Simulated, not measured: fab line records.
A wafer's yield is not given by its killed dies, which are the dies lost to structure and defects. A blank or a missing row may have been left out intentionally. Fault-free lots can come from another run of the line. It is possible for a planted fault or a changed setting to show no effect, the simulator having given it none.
Chamber matching || flow n5 finfet || rie diel-05 running N5_HKMG_FIN_DESCUM_17: 4 sister chambers
The step chemistry O2, time 7.9 s. 16 wafers are shown with their chamber, then 8 later ones without.

WAFERS PAIRED WITH THEIR CHAMBERS
{"wafer": "L080.2", "chamber": 1, "showerhead plenum p Torr (Torr)": 2.06, "drypump motor current A (A)": 6.2, "throttle valve pct (%)": 20.54}
{"wafer": "L080.4", "chamber": 3, "showerhead plenum p Torr (Torr)": 2.06, "drypump motor current A (A)": 5.5, "throttle valve pct (%)": 20.37}
{"wafer": "L080.5", "chamber": 1, "showerhead plenum p Torr (Torr)": 2.06, "drypump motor current A (A)": 6.2, "throttle valve pct (%)": 20.55}
{"wafer": "L079.1", "chamber": 0, "showerhead plenum p Torr (Torr)": 2.11, "drypump motor current A (A)": 5.3, "throttle valve pct (%)": 20.14}
{"wafer": "L079.4", "chamber": 3, "showerhead plenum p Torr (Torr)": 2.06, "drypump motor current A (A)": 5.5, "throttle valve pct (%)": 20.40}
{"wafer": "L079.6", "chamber": 0, "showerhead plenum p Torr (Torr)": 2.11, "drypump motor current A (A)": 5.3, "throttle valve pct (%)": 20.11}
{"wafer": "L086.2", "chamber": 1, "showerhead plenum p Torr (Torr)": 2.05, "drypump motor current A (A)": 6.1, "throttle valve pct (%)": 20.19}
{"wafer": "L086.4", "chamber": 0, "showerhead plenum p Torr (Torr)": 2.11, "drypump motor current A (A)": 5.3, "throttle valve pct (%)": 20.17}
{"wafer": "L086.5", "chamber": 2, "showerhead plenum p Torr (Torr)": 2.18, "drypump motor current A (A)": 5.6, "throttle valve pct (%)": 20.57}
{"wafer": "L091.2", "chamber": 1, "showerhead plenum p Torr (Torr)": 2.05, "drypump motor current A (A)": 6.2, "throttle valve pct (%)": 20.22}
{"wafer": "L091.5", "chamber": 3, "showerhead plenum p Torr (Torr)": 2.06, "drypump motor current A (A)": 5.5, "throttle valve pct (%)": 20.05}
{"wafer": "L091.6", "chamber": 2, "showerhead plenum p Torr (Torr)": 2.18, "drypump motor current A (A)": 5.6, "throttle valve pct (%)": 20.59}
{"wafer": "L094.1", "chamber": 3, "showerhead plenum p Torr (Torr)": 2.06, "drypump motor current A (A)": 5.5, "throttle valve pct (%)": 20.04}
{"wafer": "L094.3", "chamber": 1, "showerhead plenum p Torr (Torr)": 2.05, "drypump motor current A (A)": 6.1, "throttle valve pct (%)": 20.21}
{"wafer": "L094.4", "chamber": 2, "showerhead plenum p Torr (Torr)": 2.18, "drypump motor current A (A)": 5.6, "throttle valve pct (%)": 20.60}
{"wafer": "L095.2", "chamber": 2, "showerhead plenum p Torr (Torr)": 2.18, "drypump motor current A (A)": 5.6, "throttle valve pct (%)": 20.61}

SIGNATURES, as means of the wafers listed above
{"reading": "showerhead plenum p Torr", "chamber 0": 2.1100, "chamber 1": 2.0540, "chamber 2": 2.1800, "chamber 3": 2.0600, "scatter within a chamber": 0.00316}
{"reading": "drypump motor current A", "chamber 0": 5.300, "chamber 1": 6.160, "chamber 2": 5.600, "chamber 3": 5.500, "scatter within a chamber": 0.0316}
{"reading": "throttle valve pct", "chamber 0": 20.1400, "chamber 1": 20.3420, "chamber 2": 20.5925, "chamber 3": 20.2150, "scatter within a chamber": 0.146}
Rule: a wafer lies at a distance from a chamber equal to the root of the sum of squares, over the readings, of (its reading less the chamber's mean, divided by the reading's scatter). The wafer belongs to the nearest chamber; if the next one is less than 2 further off, it can't be placed. The scatter: take each reading less its chamber's mean, square it, sum over the shown wafers, divide by the number of wafers less the number of chambers, and take the root.

WAFERS WITHOUT THEIR CHAMBER
{"wafer": "L095.5", "showerhead plenum p Torr (Torr)": 2.10, "drypump motor current A (A)": 5.4, "throttle valve pct (%)": 20.18}
{"wafer": "L095.6", "showerhead plenum p Torr (Torr)": 2.05, "drypump motor current A (A)": 5.6, "throttle valve pct (%)": 20.03}
{"wafer": "L096.2", "showerhead plenum p Torr (Torr)": 2.04, "drypump motor current A (A)": 6.2, "throttle valve pct (%)": 20.22}
{"wafer": "L096.5", "showerhead plenum p Torr (Torr)": 2.17, "drypump motor current A (A)": 5.6, "throttle valve pct (%)": 20.61}
{"wafer": "L096.6", "showerhead plenum p Torr (Torr)": 2.05, "drypump motor current A (A)": 5.6, "throttle valve pct (%)": 20.04}
{"wafer": "L097.1", "showerhead plenum p Torr (Torr)": 2.05, "drypump motor current A (A)": 5.6, "throttle valve pct (%)": 20.05}
{"wafer": "L097.5", "showerhead plenum p Torr (Torr)": 2.10, "drypump motor current A (A)": 5.4, "throttle valve pct (%)": 20.19}
{"wafer": "L097.6", "showerhead plenum p Torr (Torr)": 2.04, "drypump motor current A (A)": 6.2, "throttle valve pct (%)": 20.22}

WHICH CHAMBER EACH ONE RAN IN
{"wafer": "L095.5", "from the rows above": 0, "in truth": 0}
{"wafer": "L095.6", "from the rows above": 3, "in truth": 3}
{"wafer": "L096.2", "from the rows above": 1, "in truth": 1}
{"wafer": "L096.5", "from the rows above": 2, "in truth": 2}
{"wafer": "L096.6", "from the rows above": 3, "in truth": 3}
{"wafer": "L097.1", "from the rows above": 3, "in truth": 3}
{"wafer": "L097.5", "from the rows above": 0, "in truth": 0}
{"wafer": "L097.6", "from the rows above": 1, "in truth": 1}
8 of 8 placed correctly. Number that these rows cannot place: 0. Wrongly placed: 0.
